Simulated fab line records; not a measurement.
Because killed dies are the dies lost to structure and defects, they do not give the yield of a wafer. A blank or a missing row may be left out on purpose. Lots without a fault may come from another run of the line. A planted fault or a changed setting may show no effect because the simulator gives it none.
Which tool did it?	flow n5_finfet	route of 1938 steps, sampled at 1 step: 12 lots, 36 wafers

== WHAT THE GAUGES READ, wafer by wafer ==
N5_BEOL_M5_OVL_MEAS_12.
lot	measured	on	M5_OVL (nm)
L076	day 8 03:35	overlay-01	0.5 0.3 0.7
L077	day 9 03:42	overlay-01	0.4 0.7 1.2
L078	day 9 11:43	overlay-02	-1.3 -0.7 0.3
L080	day 9 14:16	overlay-02	0.0 0.8 0.4
L083	day 10 05:23	overlay-01	0.0 0.0 0.6
L085	day 10 17:36	overlay-02	-0.2 -1.0 -0.6
L088	day 11 07:13	overlay-02	-1.1 -0.3 0.4
L089	day 12 00:19	overlay-02	-0.3 0.7 -0.4
L091	day 12 02:50	overlay-02	-0.6 0.7 0.8
L093	day 12 14:10	overlay-01	0.2 -0.5 0.0
L095	day 13 06:02	overlay-01	1.2 0.0 0.2
L097	day 14 01:46	overlay-01	0.3 0.3 0.0

== TOOL THAT RAN EACH LOT (tool first, then ch and the chambers of the sampled wafers, then the start) ==
The record shows no process step preceding these readings.

== THE ANSWER, worked out from the rows above alone ==
Rule: usual is defined by the lots themselves. The widest of any qualifying gaps counts: lots, ordered by their means at a reading, are off when they make up no more than a third of the lots, leave a main group of 4 or more, and stand apart from it by 3 or more times the standard deviation of that group's means. If all means in a main group match to the digits the tables above print for the reading, that group is not used. Also off: a lot with no number at a reading for which 4 or more lots have one. All remaining lots with rows at the step are treated as sound.
None of the lots is off at any reading shown; this tells nothing.

== WHAT HAD BEEN PUT IN BY THE SIMULATOR ==
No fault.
